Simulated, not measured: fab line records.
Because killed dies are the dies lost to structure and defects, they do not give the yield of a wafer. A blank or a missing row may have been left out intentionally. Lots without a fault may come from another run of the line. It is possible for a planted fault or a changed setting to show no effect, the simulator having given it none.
Struck lot and sound lot, side by side ; flow n5-finfet ; 16 steps out of a route of 1938
Sound: the wafers L774.2, L774.4, L774.6. Wafers struck: L781.1, L781.3, L781.5. The cause comes at the end.
At each step with rows: each side's tool, then ch and its chambers, then its first start. Under that, the readings that differ: sound wafers ; struck wafers ; difference of the means ; sigmas: that difference in standard deviations of wafers without a fault.
alike: same words and numbers on both sides, and readings whose means sit less than 2 such deviations apart. not compared: any withheld reading, any reading some wafer has no value for, any bound like >300 that may hide the same value, and any number with overlapping values for which the record gives no deviation.
The two part at a step that has a row with sigmas, a row that says differs or no value, or rows on one side only. Non-overlapping numbers with no deviation appear without sigmas and do not part them. A reading that every wafer of one side lacks parts them only if that side has two wafers or more.

first, 1 step without rows for these wafers: N5_BEOL_M1_DEVELOP_27 (develop time 30 s).
N5_BEOL_M1_CD_MEAS_28: target cd y 23.3 nm.
  sound on cd-sem-03 ch 0, day 8 13:29; struck on cd-sem-03 ch 0, day 10 08:01
  alike: cd-nm
N5_BEOL_M1_OVL_MEAS_29:
  sound on overlay-02 ch 0, day 8 13:32; struck on overlay-01 ch 0, day 10 08:02
  alike: V0_OVL
N5_BEOL_M1_INSPECT_30: inspects for defects (brightfield).
  sound on defect-inspect-02, day 8 13:35; struck on defect-inspect-01, day 10 08:06
  alike: raw-defect-count
N5_BEOL_M1_DESCUM_33: chemistry O2, time 7 s.
  sound on rie-diel-03 ch 0,1,3, day 8 13:37; struck on rie-diel-03 ch 0,1,2, day 10 08:08
  alike: bias-power-w, drypump-motor-current-A, oes-product-au, rf-vpp-V, showerhead-plenum-p-Torr, throttle-valve-pct
  not compared: rf-hours-counter-h
N5_BEOL_M1_ETCH_77: etches underlayer in N2/H2, target depth 6.5 nm, time 5.2 s.
  sound on rie-diel-03 ch 0,1,3, day 8 13:39; struck on rie-diel-03 ch 0,1,2, day 10 08:10
  alike: drypump-motor-current-A, etch-rf-on-time-s, oes-product-au, rf-vpp-V, showerhead-plenum-p-Torr, throttle-valve-pct
  not compared: rf-hours-counter-h
N5_BEOL_M1_ETCH_69: etches SiARC in CF4, target depth 15.6 nm, time 26 s.
  sound on rie-diel-03 ch 0,1,3, day 8 13:40; struck on rie-diel-03 ch 0,1,2, day 10 08:11
  alike: drypump-motor-current-A, etch-rf-on-time-s, oes-product-au, rf-vpp-V, showerhead-plenum-p-Torr, throttle-valve-pct
  not compared: rf-hours-counter-h
then, 1 step without rows for these wafers: N5_BEOL_M1_ALD_98 (deposits SiO2, target thk 2.5 nm, pulse time 1 s, co reactant pulse time 1 s).
N5_BEOL_M1_ETCHBACK_99: etches SiO2 in CHF3, target depth 5 nm, time 10.4 s.
  sound on rie-diel-04 ch 1,2, day 8 13:53; struck on rie-diel-02 ch 1,2, day 10 12:40
  alike: drypump-motor-current-A, oes_f_703_au, oes-product-au, rf-vpp-V, showerhead-plenum-p-Torr, throttle-valve-pct
  not compared: rf-hours-counter-h
N5_BEOL_M1_ETCH_70: etches SOC in N2/H2, target depth 80 nm, overetch 16 nm, time 120 s.
  sound on rie-diel-04 ch 1,2, day 8 13:55; struck on rie-diel-02 ch 1,2, day 10 12:43
  alike: drypump-motor-current-A, oes-product-au, rf-vpp-V, run-length-s, showerhead-plenum-p-Torr, throttle-valve-pct
  not compared: rf-hours-counter-h
then, 2 steps without rows for these wafers: N5_BEOL_M1_STRIP_71 (strips in N2/H2); N5_BEOL_M1_STRIP_78 (strips in N2/H2).
N5_BEOL_M1_VIA_ETCH_34: etches the open film in C4F6/O2, target depth 67.8 nm, time 64.4 s.
  sound on rie-diel-04 ch 1,2, day 8 14:01; struck on rie-diel-02 ch 1,2, day 10 12:49
reading;sound;struck;difference;sigmas
run-length-s (s);88.0 87.1 87.0;101.5 101.7 101.3;+14.1;+30
model.etch.depth-nm (nm);68.11 66.09 65.56;83.29 79.44 83.95;+15.64;
model.SOC_of_BEOL_M1_COAT_67.thk-nm (nm);52.4 52.4 52.6;49.8 50.4 49.8;-2.5;
  alike: drypump-motor-current-A, oes_f_703_au, oes-product-au, rf-vpp-V, showerhead-plenum-p-Torr, throttle-valve-pct
  not compared: rf-hours-counter-h
then, 1 step without rows for these wafers: N5_BEOL_M1_STRIP_83 (strips in C4F6/O2).
-- a jump in the record: the struck wafers' starts before and after are 2 days apart (it breaks off in module BEOL_M1 and resumes in module BEOL_M4, where the first step shown is number 1111 of the route) --
N5_BEOL_M4_RC_MEAS_101:
  sound on prober-01 ch 0, day 10 14:01; struck on prober-01 ch 0, day 12 16:10
  alike: DIBL_N, DIBL_P, IOFF_N, IOFF_P, ION_N, ION_P, SS_N, SS_P, VT_N, VT_P
following that, these wafers have no rows for 1 step: N5_PASSIVATION_PROBE_49.

## WHERE THEY PART
N5_BEOL_M1_VIA_ETCH_34 only, going by this record. Later steps at which nothing parts them and some readings are alike: N5_BEOL_M4_RC_MEAS_101.

WHY: the cause the simulator had injected
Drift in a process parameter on rie-diel-02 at N5_BEOL_M1_VIA_ETCH_34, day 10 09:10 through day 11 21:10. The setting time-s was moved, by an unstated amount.
